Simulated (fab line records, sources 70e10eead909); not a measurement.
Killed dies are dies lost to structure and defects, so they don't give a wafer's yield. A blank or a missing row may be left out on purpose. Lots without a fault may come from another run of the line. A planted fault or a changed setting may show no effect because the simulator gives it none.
fab line records | flow nand_harc
record lots=24 wafers=72 last_day=24
route steps=1159 shown A_CONTACT@943 A_BLC@981 A_M1@1039
lots that met no fault: from a run of the same line without faults
start_h: hours from the record's first day to the start of the lot's first wafer shown | wait_h: hours since the lot's step before | " the same as in the row above | L1.1+2: a row that stands for several wafers | - no value, or no start given | * or withheld: withheld | < > ~ a bound
route shown NAME@n: a module of which the file shows steps, and the number in the route of the first | usual: mean/standard deviation of fault-free wafers | same: alike in all rows | chamber/n: place in a boat | sites: the reading at each site | _std_site: their standard deviation | _edge_site: outer sites' mean less inner sites' | radius_mm: how far each site lies from the wafer's centre | mask NAME#n: copy n | behind: the tool/chamber that last shaped the wafer | hold: why the lot was held/for how many hours/how that ended | device: the transistor (n, p or np) that didn't switch | end of line: the same wafers' tests at the end of the route | a step without rows: its recipe alone | killed: dies lost to structure and defects at the first sort, not the wafer's yield | map: a wafer's dies, x killed, . not, _ none there
set.NAME: the setting as run; set.NAME@STEP: as run at that earlier step | model.NAME: the simulator's own value behind a step, which no gauge read
steps of the route over a sample of lots; a table a step, a row a wafer
services: from which hour (start_h, from the record's first day; less than 0 if before it) a tool's chamber was out of use, for how many hours, and why
## steps
# step NHARC_A_CONTACT_ETCH_134
# recipe source_w=withheld pressure_mtorr=20 bias_v=withheld time_s=140 target_depth_a=7000 ar_flow_sccm=withheld c4f8_flow_sccm=withheld o2_flow_sccm=withheld chemistry=C4F8/O2/Ar
# columns lot.wafer tool chamber start_h wait_h rf_hours_counter_h
L074.1 har_cap_etch-01 1 384.15 - 59
L074.4 " 1 " " -
L074.6 " 1 " " -
L075.4 har_cap_etch-01 0 389.82 - -
L075.3 " 1 " " -
L075.6 " 1 " " -
L076.3 har_cap_etch-02 1 392.34 - -
L076.6 " 0 " " -
L076.5 " 1 " " -
L077.1 har_cap_etch-03 1 393.88 - 88
L077.3 " 1 " " -
L077.4 " 0 " " -
L078.4 har_cap_etch-02 1 422.49 - -
L078.5 " 0 " " -
L078.6 " 1 " " -
L079.1 har_cap_etch-01 1 425.66 - 64
L079.5 " 0 " " -
L079.6 " 1 " " -
L080.2 har_cap_etch-03 0 432.16 - 92
L080.3 " 1 " " -
L080.4 " 0 " " -
L082.1 har_cap_etch-02 0 433.16 - 18
L082.4 " 0 " " -
L082.5 " 1 " " -
L081.1 har_cap_etch-03 0 435.89 - 93
L081.5 " 0 " " -
L081.6 " 1 " " -
L083.1 har_cap_etch-03 0 450.97 - 95
L083.3 " 1 " " -
L083.5 " 1 " " -
L084.2 har_cap_etch-03 1 454.56 - 96
L084.3 " 1 " " -
L084.4 " 0 " " -
L087.1 har_cap_etch-02 0 458.89 - 24
L087.2 " 1 " " 24
L087.4 " 1 " " -
L085.2 har_cap_etch-01 1 467.37 - 73
L085.3 " 1 " " -
L085.5 " 1 " " -
L086.2 har_cap_etch-01 0 471.42 - 74
L086.6 " 0 " " -
L086.5 " 1 " " -
L088.1 har_cap_etch-02 1 474.36 - 27
L088.2 " 0 " " 27
L088.4 " 1 " " -
L089.2 har_cap_etch-01 1 474.58 - 75
L089.4 " 1 " " -
L089.5 " 0 " " -
L091.3 har_cap_etch-03 1 480.12 - -
L091.6 " 0 " " -
L091.5 " 1 " " -
L090.1 har_cap_etch-02 1 486.19 - 29
L090.3 " 0 " " -
L090.5 " 1 " " -
L092.1 har_cap_etch-03 0 499.65 - 104
L092.4 " 1 " " -
L092.3 " 0 " " -
L094.2 har_cap_etch-03 0 508.44 - 105
L094.1 " 1 " " 105
L094.5 " 0 " " -
L096.1 har_cap_etch-02 0 513.43 - 34
L096.4 " 0 " " -
L096.6 " 0 " " -
L095.3 har_cap_etch-01 1 514.73 - -
L095.5 " 1 " " -
L095.6 " 0 " " -
L093.1 har_cap_etch-03 1 516.29 - 108
L093.4 " 0 " " -
L093.6 " 0 " " -
L097.4 har_cap_etch-02 1 530.35 - -
L097.3 " 0 " " -
L097.5 " 1 " " -
# step NHARC_A_CONTACT_CMP_20
# recipe t_overpolish_s=30 target_thk_nm=300
# usual motor_current_A=11.9/1.2 overpolish_run_s=29.999/0.009 time_to_endpoint_s=62/3.9
# columns lot.wafer tool chamber start_h wait_h motor_current_A overpolish_run_s time_to_endpoint_s
L074.4 cmp-01 1 389.32 0.4 13.0 29.992 60
L074.1 " 2 " " 9.5 30.000 64
L074.6 " 2 " " 9.8 29.999 68
L075.4 cmp-01 3 398.16 0.4 11.5 30.016 65
L075.3 " 0 " " 13.5 30.009 63
L075.6 " 3 " " 11.2 29.998 65
L076.3 cmp-01 1 401.86 0.5 12.0 30.002 56
L076.6 " 1 " " 12.7 30.005 58
L076.5 " 2 " " 9.9 30.004 60
L077.3 cmp-01 3 402.72 0.6 11.8 30.004 67
L077.1 " 0 " " 13.0 29.995 65
L077.4 " 1 " " 12.8 29.996 61
L078.4 cmp-01 3 430.00 0.5 11.2 29.993 65
L078.6 " 0 " " 12.7 29.989 61
L078.5 " 1 " " 12.5 29.993 55
L079.1 cmp-04 0 431.19 0.7 10.9 30.011 57
L079.6 " 3 " " 12.7 30.009 60
L079.5 " 0 " " 10.7 30.007 57
L080.3 cmp-04 3 440.56 0.4 13.1 30.013 61
L080.2 " 1 " " 11.6 30.004 55
L080.4 " 2 " " 10.6 30.006 63
L082.4 cmp-04 1 443.07 0.5 11.4 29.990 59
L082.1 " 3 " " 12.6 29.990 61
L082.5 " 1 " " 11.2 29.998 57
L081.1 cmp-03 2 443.81 0.7 13.5 30.004 63
L081.6 " 1 " " 12.5 29.987 64
L081.5 " 2 " " 13.7 29.995 63
L083.1 cmp-04 2 454.28 0.7 11.4 29.995 62
L083.3 " 3 " " 12.7 29.994 60
L083.5 " 2 " " 11.3 30.000 59
L084.4 cmp-01 1 460.02 0.4 12.3 30.006 59
L084.2 " 2 " " 9.6 30.020 63
L084.3 " 3 " " 11.7 29.984 66
L087.1 cmp-03 3 465.06 0.8 14.0 30.007 57
L087.4 " 0 " " 13.1 29.993 60
L087.2 " 2 " " 12.2 30.003 61
L085.3 cmp-04 1 471.15 0.5 11.4 29.989 58
L085.2 " 2 " " 11.4 30.002 62
L085.5 " 0 " " 11.3 29.996 63
L086.2 cmp-04 2 475.65 0.7 11.4 29.992 67
L086.6 " 0 " " 11.7 29.983 61
L086.5 " 1 " " 11.4 30.002 58
L088.4 cmp-01 1 477.71 0.5 12.3 29.998 61
L088.2 " 2 " " 10.2 29.989 67
L088.1 " 3 " " 11.8 29.999 71
L089.2 cmp-01 0 478.43 0.6 13.8 30.013 66
L089.4 " 3 " " 11.8 29.995 70
L089.5 " 0 " " 13.6 29.988 68
L091.3 cmp-01 3 495.19 0.5 11.9 29.999 66
L091.5 " 1 " " 12.7 29.988 55
L091.6 " 2 " " 10.1 30.019 63
L090.3 cmp-01 0 499.31 0.6 13.3 30.004 64
L090.1 " 2 " " 9.6 30.001 59
L090.5 " 0 " " 13.6 30.013 61
L092.4 cmp-04 3 507.15 0.4 13.1 29.983 57
L092.3 " 0 " " 10.9 30.001 60
L092.1 " 1 " " 10.8 30.020 58
L094.2 cmp-01 0 513.92 0.8 12.8 29.997 65
L094.1 " 1 " " 12.7 29.990 61
L094.5 " 3 " " 11.4 30.002 69
L096.1 cmp-01 1 516.76 0.6 12.5 30.003 56
L096.4 " 0 " " 13.1 29.981 61
L096.6 " 2 " " 10.2 29.999 60
L095.3 cmp-01 3 521.87 0.6 11.5 29.995 66
L095.6 " 1 " " 13.0 29.993 60
L095.5 " 2 " " 10.0 29.985 64
L093.1 cmp-04 0 521.87 0.8 11.6 29.992 63
L093.4 " 3 " " 12.9 29.996 65
L093.6 " 1 " " 10.6 29.994 64
L097.4 cmp-03 3 539.35 0.4 12.5 29.990 60
L097.3 " 0 " " 13.4 29.994 64
L097.5 " 2 " " 13.5 29.978 60
# step NHARC_A_BLC_CD_MEAS_19
# usual cd_nm=98.7/2.4
# columns lot.wafer tool chamber start_h wait_h cd_nm
L074.1 cd_sem-01 - 391.39 - 99.0
L074.4 " - " " 99.1
L074.6 " - " " 98.1
L075.3 cd_sem-01 - 400.24 - 99.0
L075.4 " - " " 96.7
L075.6 " - " " 101.1
L076.3 cd_sem-01 - 403.92 - 99.4
L076.5 " - " " 101.2
L076.6 " - " " 97.1
L077.1 cd_sem-02 - 404.78 - 96.3
L077.3 " - " " 101.9
L077.4 " - " " 96.4
L078.4 cd_sem-03 - 432.00 - 97.3
L078.5 " - " " 100.7
L078.6 " - " " 99.1
L079.1 cd_sem-03 - 433.79 - 97.5
L079.5 " - " " 95.3
L079.6 " - " " 92.3
L080.2 cd_sem-03 - 442.82 - 97.1
L080.3 " - " " 99.1
L080.4 " - " " 98.9
L082.1 cd_sem-01 - 445.19 - 95.9
L082.4 " - " " 101.7
L082.5 " - " " 96.6
L081.1 cd_sem-03 - 445.86 - 96.0
L081.5 " - " " 96.0
L081.6 " - " " 100.3
L083.1 cd_sem-02 - 456.20 - 94.1
L083.3 " - " " 96.8
L083.5 " - " " 98.0
L084.2 cd_sem-02 - 462.16 - 98.5
L084.3 " - " " 99.4
L084.4 " - " " 100.9
L087.1 cd_sem-01 - 467.14 - 98.9
L087.2 " - " " 98.7
L087.4 " - " " 101.6
L085.2 cd_sem-03 - 473.22 - 99.6
L085.3 " - " " 102.7
L085.5 " - " " 100.6
L086.2 cd_sem-03 - 477.67 - 100.3
L086.5 " - " " 98.4
L086.6 " - " " 99.3
L088.1 cd_sem-01 - 479.78 - 96.6
L088.2 " - " " 96.3
L088.4 " - " " 95.6
L089.2 cd_sem-01 - 480.42 - 99.2
L089.4 " - " " 98.2
L089.5 " - " " 102.1
L091.3 cd_sem-01 - 497.08 - 99.3
L091.5 " - " " 95.6
L091.6 " - " " 99.3
L090.1 cd_sem-03 - 501.39 - 97.8
L090.3 " - " " 98.8
L090.5 " - " " 99.2
L092.1 cd_sem-01 - 509.13 - 96.0
L092.3 " - " " 101.9
L092.4 " - " " 102.2
L094.1 cd_sem-01 - 515.99 - 96.8
L094.2 " - " " 98.8
L094.5 " - " " 96.2
L096.1 cd_sem-03 - 518.81 - 99.1
L096.4 " - " " 103.5
L096.6 " - " " 98.8
L095.3 cd_sem-01 - 524.11 - 98.3
L095.5 " - " " 100.2
L095.6 " - " " 98.5
L093.1 cd_sem-01 - 524.32 - 106.2
L093.4 " - " " 97.7
L093.6 " - " " 98.0
L097.3 cd_sem-01 - 541.52 - 98.3
L097.4 " - " " 100.1
L097.5 " - " " 98.7
# step NHARC_A_BLC_STRIP_29
# recipe cf4_flow_sccm=150 ar_flow_sccm=0 bias_w=0 chemistry=CF4
# usual drypump_motor_current_A=5.6/0.45 oes_product_au=1.004/0.0087 rf_vpp_V=59.1/0.96 showerhead_plenum_p_Torr=1.72/0.078 throttle_valve_pct=13.284/0.0085
# columns lot.wafer tool chamber start_h wait_h drypump_motor_current_A oes_product_au rf_hours_counter_h rf_vpp_V showerhead_plenum_p_Torr throttle_valve_pct
L074.4 rie_diel-13 2 391.46 0.1 6.0 0.993 11 59.3 1.69 13.269
L074.1 " 3 " " 5.2 0.998 11 58.1 1.71 13.278
L074.6 " 3 " " 5.2 1.008 - 59.0 1.71 13.285
L075.4 rie_diel-13 2 400.31 0.1 6.0 1.006 12 59.2 1.69 13.282
L075.3 " 1 " " 5.1 1.005 11 59.9 1.70 13.270
L075.6 " 3 " " 5.2 1.003 - 59.6 1.71 13.280
L076.3 rie_diel-13 2 404.01 0.1 6.0 0.997 12 57.5 1.69 13.291
L076.5 " 1 " " 5.1 1.012 - 59.0 1.70 13.294
L076.6 " 2 " " 6.0 0.997 - 57.6 1.69 13.288
L077.1 rie_diel-02 1 404.86 0.1 5.9 1.001 7 59.1 1.67 13.278
L077.4 " 2 " " 5.5 1.017 8 59.1 1.66 13.293
L077.3 " 3 " " 5.1 1.006 7 58.6 1.65 13.278
L078.4 rie_diel-02 0 432.10 0.1 5.1 1.010 9 59.8 1.88 13.281
L078.6 " 1 " " 5.9 0.995 - 58.6 1.67 13.300
L078.5 " 2 " " 5.5 1.006 - 58.2 1.66 13.281
L079.1 rie_diel-13 2 433.87 0.1 6.0 1.003 15 58.3 1.69 13.275
L079.5 " 2 " " 6.0 1.004 - 60.4 1.69 13.278
L079.6 " 1 " " 5.1 1.014 - 59.2 1.70 13.288
L080.3 rie_diel-13 2 442.91 0.1 6.0 1.001 16 58.7 1.69 13.293
L080.2 " 0 " " 6.3 1.004 14 59.3 1.81 13.274
L080.4 " 0 " " 6.3 1.001 - 58.5 1.81 13.280
L082.1 rie_diel-13 1 445.28 0.1 5.1 1.014 16 59.2 1.70 13.283
L082.4 " 0 " " 6.2 1.013 - 57.8 1.81 13.289
L082.5 " 1 " " 5.1 1.020 - 60.3 1.70 13.283
L081.1 rie_diel-13 1 445.98 0.1 5.1 1.014 16 58.2 1.70 13.290
L081.6 " 2 " " 6.0 1.010 - 59.5 1.69 13.277
L081.5 " 0 " " 6.3 1.003 - 59.5 1.81 13.279
L083.1 rie_diel-02 1 456.27 0.1 5.9 0.993 12 59.8 1.67 13.283
L083.3 " 2 " " 5.5 1.009 13 60.4 1.66 13.286
L083.5 " 2 " " 5.5 1.006 - 60.1 1.66 13.268
L084.3 rie_diel-13 3 462.23 0.1 5.2 0.988 0 59.0 1.71 13.296
L084.4 " 0 " " 6.3 1.010 0 60.8 1.81 13.287
L084.2 " 1 " " 5.1 1.006 0 59.9 1.70 13.289
L087.2 rie_diel-02 0 467.22 0.1 5.1 1.005 12 58.7 1.88 13.284
L087.4 " 1 " " 5.9 1.003 13 58.9 1.67 13.294
L087.1 " 2 " " 5.5 1.004 14 58.4 1.66 13.292
L085.3 rie_diel-02 3 473.29 0.1 5.1 0.998 14 58.2 1.65 13.295
L085.2 " 1 " " 5.9 1.007 13 59.7 1.67 13.291
L085.5 " 3 " " 5.1 0.991 - 57.8 1.65 13.290
L086.2 rie_diel-02 1 477.77 0.1 5.9 1.004 14 58.7 1.67 13.273
L086.6 " 2 " " 5.5 0.998 - 57.8 1.66 13.292
L086.5 " 3 " " 5.1 1.003 - 57.0 1.65 13.265
L088.2 rie_diel-02 2 479.87 0.1 5.5 1.006 15 58.3 1.66 13.279
L088.4 " 3 " " 5.1 1.012 14 60.0 1.65 13.291
L088.1 " 0 " " 5.1 1.000 14 61.7 1.88 13.277
L089.4 rie_diel-02 0 480.49 0.1 5.1 1.001 14 59.2 1.88 13.302
L089.2 " 3 " " 5.1 1.004 14 59.3 1.65 13.290
L089.5 " 0 " " 5.1 1.019 - 60.0 1.88 13.274
L091.3 rie_diel-02 0 497.15 0.1 5.1 1.009 16 59.5 1.88 13.282
L091.5 " 0 " " 5.1 1.005 - 58.4 1.88 13.288
L091.6 " 1 " " 5.9 1.001 - 60.1 1.66 13.274
L090.3 rie_diel-02 1 501.47 0.1 5.9 1.008 17 56.8 1.66 13.290
L090.1 " 3 " " 5.1 1.011 16 58.1 1.65 13.281
L090.5 " 2 " " 5.5 1.013 - 58.4 1.66 13.282
L092.1 rie_diel-13 3 509.20 0.1 5.2 0.987 5 58.2 1.71 13.279
L092.3 " 0 " " 6.3 1.005 5 60.4 1.80 13.287
L092.4 " 2 " " 6.0 0.986 6 59.7 1.68 13.263
L094.1 rie_diel-02 1 516.06 0.1 5.9 1.014 1 59.1 1.66 13.278
L094.2 " 2 " " 5.5 1.019 0 59.8 1.66 13.283
L094.5 " 1 " " 5.9 1.008 - 57.6 1.66 13.290
L096.4 rie_diel-13 0 518.91 0.1 6.3 1.000 6 58.9 1.80 13.276
L096.1 " 1 " " 5.1 1.008 6 57.7 1.69 13.288
L096.6 " 2 " " 6.0 0.975 - 58.3 1.68 13.275
L095.3 rie_diel-13 3 524.18 0.1 5.2 0.990 7 59.1 1.71 13.299
L095.5 " 3 " " 5.2 0.985 - 57.9 1.71 13.288
L095.6 " 0 " " 6.3 1.008 - 59.2 1.80 13.276
L093.1 rie_diel-02 3 524.40 0.1 5.1 0.996 2 59.2 1.65 13.307
L093.4 " 2 " " 5.5 1.012 2 60.1 1.66 13.281
L093.6 " 0 " " 5.1 0.998 - 61.3 1.88 13.276
L097.4 rie_diel-02 2 541.60 0.1 5.5 1.025 3 59.1 1.66 13.290
L097.3 " 3 " " 5.1 0.994 3 58.1 1.65 13.282
L097.5 " 1 " " 5.9 1.017 - 60.5 1.66 13.280
# step NHARC_A_BLC_INSPECT_28
# usual raw_defect_count=453/110
# columns lot.wafer tool chamber start_h wait_h raw_defect_count
L074.1 defect_inspect-01 - 393.42 0.1 372
L074.4 " - " " 338
L074.6 " - " " 401
L075.3 defect_inspect-02 - 404.60 0.1 560
L075.4 " - " " 699
L075.6 " - " " 578
L076.3 defect_inspect-02 - 407.67 0.1 348
L076.5 " - " " 577
L076.6 " - " " 397
L077.1 defect_inspect-01 - 408.13 0.1 429
L077.3 " - " " 542
L077.4 " - " " 612
L078.4 defect_inspect-02 - 438.42 0.1 380
L078.5 " - " " 441
L078.6 " - " " 533
L079.1 defect_inspect-01 - 440.15 0.1 477
L079.5 " - " " 425
L079.6 " - " " 395
L080.2 defect_inspect-02 - 444.84 0.1 527
L080.3 " - " " 399
L080.4 " - " " 686
L082.1 defect_inspect-01 - 450.73 0.1 316
L082.4 " - " " 446
L082.5 " - " " 445
L081.1 defect_inspect-01 - 450.81 0.1 429
L081.5 " - " " 254
L081.6 " - " " 481
L083.1 defect_inspect-01 - 460.04 0.1 551
L083.3 " - " " 784
L083.5 " - " " 568
L084.2 defect_inspect-01 - 465.87 0.1 362
L084.3 " - " " 330
L084.4 " - " " 306
L087.1 defect_inspect-01 - 469.18 0.1 436
L087.2 " - " " 362
L087.4 " - " " 563
L085.2 defect_inspect-01 - 475.21 0.1 319
L085.3 " - " " 437
L085.5 " - " " 413
L086.2 defect_inspect-01 - 479.72 0.1 406
L086.5 " - " " 336
L086.6 " - " " 425
L088.1 defect_inspect-01 - 489.91 0.1 787
L088.2 " - " " 588
L088.4 " - " " 641
L089.2 defect_inspect-01 - 490.35 0.1 549
L089.4 " - " " 606
L089.5 " - " " 477
L091.3 defect_inspect-02 - 501.11 0.1 480
L091.5 " - " " 368
L091.6 " - " " 342
L090.1 defect_inspect-02 - 507.92 0.1 619
L090.3 " - " " 570
L090.5 " - " " 464
L092.1 defect_inspect-02 - 513.73 0.1 427
L092.3 " - " " 427
L092.4 " - " " 508
L094.1 defect_inspect-02 - 521.50 0.1 325
L094.2 " - " " 383
L094.5 " - " " 379
L096.1 defect_inspect-01 - 522.58 0.1 389
L096.4 " - " " 394
L096.6 " - " " 341
L095.3 defect_inspect-01 - 528.07 0.1 283
L095.5 " - " " 347
L095.6 " - " " 333
L093.1 defect_inspect-02 - 528.49 0.1 526
L093.4 " - " " 537
L093.6 " - " " 511
L097.3 defect_inspect-01 - 543.54 0.1 528
L097.4 " - " " 357
L097.5 " - " " 474
# step NHARC_A_M1_DESCUM_14
# recipe time_s=3 o2_flow_sccm=200 ar_flow_sccm=0 bias_power_w=0 chemistry=O2
# usual drypump_motor_current_A=5.5/0.32 oes_product_au=1.002/0.0089 rf_vpp_V=57.7/0.94 showerhead_plenum_p_Torr=1.90/0.08 throttle_valve_pct=11.310/0.01
# columns lot.wafer tool chamber start_h wait_h drypump_motor_current_A oes_product_au rf_hours_counter_h rf_vpp_V showerhead_plenum_p_Torr throttle_valve_pct
L074.4 rie_diel-10 3 398.60 0.1 5.4 1.003 1 57.6 2.00 11.299
L074.1 " 0 " " 5.2 1.003 1 57.6 1.94 11.323
L074.6 " 2 " " 6.2 1.010 - 56.7 1.90 11.305
L075.3 rie_diel-06 1 409.95 0.1 6.0 1.010 14 55.3 1.77 11.300
L075.4 " 2 " " 5.6 0.995 13 57.0 1.82 11.313
L075.6 " 1 " " 6.0 0.996 - 57.0 1.77 11.314
L076.3 rie_diel-06 2 412.85 0.1 5.6 0.986 13 57.6 1.82 11.313
L076.5 " 0 " " 5.9 0.992 - 57.8 1.99 11.288
L076.6 " 1 " " 6.0 0.990 - 57.2 1.77 11.326
L077.3 rie_diel-06 2 413.46 0.1 5.6 0.994 13 58.0 1.82 11.303
L077.4 " 0 " " 5.8 1.010 14 58.3 1.99 11.313
L077.1 " 1 " " 6.0 0.999 14 56.9 1.77 11.312
L078.4 rie_diel-06 0 443.58 0.1 5.9 0.989 1 58.7 1.99 11.312
L078.6 " 1 " " 6.0 0.998 - 58.4 1.77 11.307
L078.5 " 2 " " 5.7 0.994 - 58.8 1.82 11.309
L079.1 rie_diel-10 0 445.15 0.1 5.2 0.991 2 57.3 1.94 11.321
L079.6 " 3 " " 5.4 0.990 - 59.1 2.00 11.318
L079.5 " 0 " " 5.2 0.987 - 56.9 1.94 11.309
L080.3 rie_diel-06 2 450.60 0.1 5.6 0.996 2 57.6 1.82 11.319
L080.2 " 0 " " 5.9 0.994 2 57.5 1.99 11.311
L080.4 " 1 " " 6.0 1.008 2 57.0 1.77 11.316
L082.4 rie_diel-05 3 455.74 0.1 5.4 1.003 6 58.7 1.91 11.304
L082.1 " 2 " " 5.5 1.006 5 57.1 1.92 11.303
L082.5 " 0 " " 5.2 1.011 - 57.3 2.00 11.304
L081.1 rie_diel-05 0 456.17 0.1 5.2 1.004 5 57.5 2.00 11.306
L081.5 " 1 " " 5.6 1.005 - 58.6 1.89 11.310
L081.6 " 2 " " 5.5 1.007 - 59.5 1.92 11.310
L083.1 rie_diel-05 2 465.43 0.1 5.5 1.013 6 59.2 1.92 11.303
L083.3 " 0 " " 5.2 1.014 6 58.9 2.00 11.302
L083.5 " 1 " " 5.6 1.021 - 58.2 1.89 11.300
L084.3 rie_diel-10 1 471.03 0.1 4.9 0.996 2 59.4 2.04 11.298
L084.2 " 0 " " 5.2 0.991 3 58.8 1.94 11.307
L084.4 " 3 " " 5.4 0.988 - 57.7 2.00 11.313
L087.1 rie_diel-06 2 474.73 0.1 5.6 1.004 4 57.6 1.82 11.299
L087.4 " 3 " " 5.0 1.001 4 58.9 1.78 11.321
L087.2 " 1 " " 6.0 0.997 4 57.8 1.77 11.301
L085.2 rie_diel-06 3 480.60 0.1 5.0 1.003 5 57.9 1.78 11.312
L085.3 " 1 " " 6.0 1.002 5 56.5 1.77 11.312
L085.5 " 2 " " 5.7 1.009 - 57.4 1.82 11.292
L086.2 rie_diel-05 3 485.39 0.1 5.4 1.011 9 57.5 1.91 11.331
L086.6 " 2 " " 5.5 1.012 - 57.2 1.92 11.320
L086.5 " 3 " " 5.4 1.017 - 58.9 1.91 11.307
L088.1 rie_diel-05 2 495.44 0.1 5.5 1.018 9 57.5 1.92 11.323
L088.4 " 3 " " 5.4 0.997 10 57.4 1.91 11.328
L088.2 " 0 " " 5.2 1.009 9 59.0 2.00 11.313
L089.4 rie_diel-06 3 496.14 0.1 5.0 0.999 6 57.3 1.78 11.297
L089.2 " 2 " " 5.7 1.001 5 57.6 1.82 11.301
L089.5 " 0 " " 5.9 1.007 - 57.5 1.99 11.296
L091.3 rie_diel-05 0 506.58 0.1 5.2 1.006 9 57.5 2.00 11.313
L091.5 " 3 " " 5.4 1.012 - 57.5 1.91 11.323
L091.6 " 0 " " 5.2 1.000 - 57.0 2.00 11.311
L090.1 rie_diel-05 3 513.07 0.1 5.4 1.003 11 59.1 1.91 11.313
L090.3 " 1 " " 5.6 1.007 10 57.0 1.89 11.301
L090.5 " 1 " " 5.6 1.008 - 58.3 1.89 11.310
L092.3 rie_diel-10 1 519.17 0.1 4.9 1.003 4 58.7 2.04 11.316
L092.4 " 2 " " 6.2 1.009 3 58.2 1.90 11.303
L092.1 " 0 " " 5.2 0.994 3 58.0 1.94 11.296
L094.1 rie_diel-05 2 526.82 0.1 5.5 1.022 0 57.5 1.92 11.307
L094.2 " 3 " " 5.4 1.002 0 58.6 1.91 11.314
L094.5 " 3 " " 5.4 1.004 - 57.2 1.91 11.300
L096.1 rie_diel-05 3 527.94 0.1 5.4 0.989 0 56.5 1.91 11.306
L096.4 " 0 " " 5.2 1.004 0 58.4 2.00 11.299
L096.6 " 3 " " 5.4 0.993 - 57.3 1.91 11.324
L095.3 rie_diel-05 2 533.37 0.1 5.5 1.012 1 58.3 1.92 11.298
L095.5 " 3 " " 5.4 0.994 - 57.5 1.91 11.326
L095.6 " 0 " " 5.2 1.011 - 58.4 2.00 11.320
L093.1 rie_diel-05 0 533.71 0.1 5.2 1.006 1 59.0 2.00 11.308
L093.4 " 1 " " 5.6 0.993 1 57.1 1.89 11.314
L093.6 " 2 " " 5.5 1.006 - 58.7 1.92 11.320
L097.4 rie_diel-06 2 548.58 0.1 5.6 0.987 9 58.3 1.82 11.284
L097.3 " 0 " " 5.9 0.995 10 57.6 1.99 11.304
L097.5 " 3 " " 5.0 0.998 - 57.1 1.78 11.310
## services
# columns tool chamber start_h hours kind
rie_diel-06 - 365.64 0.5 repair
cmp-01 - 375.50 4.0 pm
rie_diel-06 0 392.97 1.4 repair
rie_diel-05 2 409.45 5.8 repair
rie_diel-05 3 413.96 3.0 repair
rie_diel-13 1 414.47 6.7 repair
rie_diel-06 0 417.45 6.4 repair
rie_diel-06 - 418.20 9.0 pm
rie_diel-13 0 422.73 16.6 repair
rie_diel-13 3 424.97 9.9 repair
rie_diel-13 3 436.00 10.3 repair
cmp-01 - 442.34 1.6 repair
rie_diel-13 - 453.00 9.0 pm
cmp-01 - 470.69 0.4 repair
cmp-01 - 473.50 4.0 pm
rie_diel-06 - 476.07 0.1 repair
rie_diel-06 0 500.13 7.5 repair
rie_diel-02 - 504.70 9.0 pm
rie_diel-05 0 511.62 15.7 repair
rie_diel-05 - 517.29 0.2 repair
rie_diel-05 - 517.74 9.0 pm
rie_diel-13 1 523.36 9.7 repair
cmp-01 - 538.06 0.4 repair
har_cap_etch-03 - 545.00 17.0 pm
## key
fault none
